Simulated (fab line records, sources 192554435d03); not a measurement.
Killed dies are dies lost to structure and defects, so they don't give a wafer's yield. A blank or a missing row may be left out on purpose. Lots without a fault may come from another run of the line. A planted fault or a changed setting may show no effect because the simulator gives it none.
Which tool did it? | flow n5_finfet | 11 lots, 33 wafers sampled, at 5 steps of a route of 1938

WHAT THE GAUGES READ, wafer by wafer
N5_PASSIVATION_CD_MEAS_10: target cd 3000 nm.
lot  | measured     | on        | cd_nm (nm)
L430 | day 11 22:57 | cd_sem-02 | 3002.0 3001.2 2999.7
L431 | day 12 09:10 | cd_sem-02 | 2999.0 2998.1 2999.1
L433 | day 12 18:12 | cd_sem-02 | 2999.4 2999.0 2999.1
L435 | day 13 02:20 | cd_sem-02 | 2999.1 2999.3 2999.0
L436 | day 14 04:53 | cd_sem-03 | 3000.6 2998.8 2999.0
L438 | day 14 10:32 | cd_sem-02 | 3001.2 3000.4 3000.4
L437 | day 14 14:53 | cd_sem-02 | 2999.7 3001.9 2992.8
L441 | day 15 07:47 | cd_sem-02 | 3000.4 2998.3 2992.6
L444 | day 15 12:40 | cd_sem-01 | 3003.1 3000.7 2999.7
L450 | day 18 06:46 | cd_sem-01 | 2999.6 2997.7 2998.4
L449 | day 18 06:36 | cd_sem-03 | 2998.7 3002.0 3002.0

WHICH TOOL RAN EACH LOT (tool, then ch and the chambers of the sampled wafers, then the start)
lot  | N5_BEOL_M15_SPUTTER_43       | N5_MIM_TOP_SPUTTER_03        | N5_PASSIVATION_PECVD_01         | N5_PASSIVATION_DEVELOP_09
L430 | pvd_sputter-03, day 11 14:24 | pvd_sputter-01, day 11 18:47 | pecvd-03 ch 0,1, day 11 21:02   | litho_track-03 ch 0, day 11 22:50
L431 | pvd_sputter-02, day 12 01:00 | pvd_sputter-02, day 12 06:25 | pecvd-04 ch 0,1,2, day 12 08:40 | litho_track-03 ch 0, day 12 09:02
L433 | pvd_sputter-01, day 12 11:50 | pvd_sputter-03, day 12 15:13 | pecvd-03 ch 0,1,2, day 12 17:32 | litho_track-02 ch 0, day 12 18:05
L435 | pvd_sputter-03, day 12 17:40 | pvd_sputter-02, day 12 23:26 | pecvd-03 ch 0,1,2, day 13 01:58 | litho_track-03 ch 0, day 13 02:13
L436 | pvd_sputter-02, day 13 18:06 | pvd_sputter-01, day 14 01:35 | pecvd-04 ch 0,1, day 14 03:46   | litho_track-04 ch 0, day 14 04:46
L438 | pvd_sputter-01, day 14 02:02 | pvd_sputter-01, day 14 07:32 | pecvd-03 ch 0,2, day 14 10:03   | litho_track-04 ch 0, day 14 10:25
L437 | pvd_sputter-02, day 14 02:36 | pvd_sputter-02, day 14 09:49 | pecvd-04 ch 0,1, day 14 12:07   | litho_track-04 ch 0, day 14 14:46
L441 | pvd_sputter-03, day 14 23:22 | pvd_sputter-03, day 15 03:22 | pecvd-04 ch 0,1,2, day 15 06:19 | litho_track-04 ch 0, day 15 07:41
L444 | pvd_sputter-01, day 15 03:52 | pvd_sputter-02, day 15 09:43 | pecvd-01 ch 1,2, day 15 12:09   | litho_track-03 ch 0, day 15 12:33
L450 | pvd_sputter-02, day 17 20:43 | pvd_sputter-01, day 18 01:36 | pecvd-01 ch 0,1, day 18 04:28   | litho_track-03 ch 0, day 18 06:39
L449 | pvd_sputter-03, day 17 23:42 | pvd_sputter-01, day 18 03:24 | pecvd-01 ch 0,1,2, day 18 05:43 | litho_track-03 ch 0, day 18 06:29
- N5_BEOL_M15_SPUTTER_43: material TaN, target thk 15 nm, time 24.19 s.
- N5_MIM_TOP_SPUTTER_03: material TiN, target thk 35 nm, time 89.7 s.
- N5_PASSIVATION_PECVD_01: deposits SiNx from SiH4/NH3/N2, target thk 200 nm, time 43.2 s.
- N5_PASSIVATION_DEVELOP_09: develop time 60 s.

THE ANSWER, worked out from the rows above alone
Rule: what is usual is taken from the lots themselves. Put in order of their means at a reading, lots are off if they are a third of the lots or fewer, leave a main group of 4 or more, and stand apart from it by a gap of 3 or more times the standard deviation of the main group's means; of several such gaps the widest counts. A main group whose means are all the same, to the digits that the tables above print for the reading, isn't used. A lot without any number at a reading at which 4 lots or more have one is off too. The other lots that the step has rows for count as sound.
No lot is off at any reading shown: from this, nothing can be told.

WHAT THE SIMULATOR HAD PUT IN
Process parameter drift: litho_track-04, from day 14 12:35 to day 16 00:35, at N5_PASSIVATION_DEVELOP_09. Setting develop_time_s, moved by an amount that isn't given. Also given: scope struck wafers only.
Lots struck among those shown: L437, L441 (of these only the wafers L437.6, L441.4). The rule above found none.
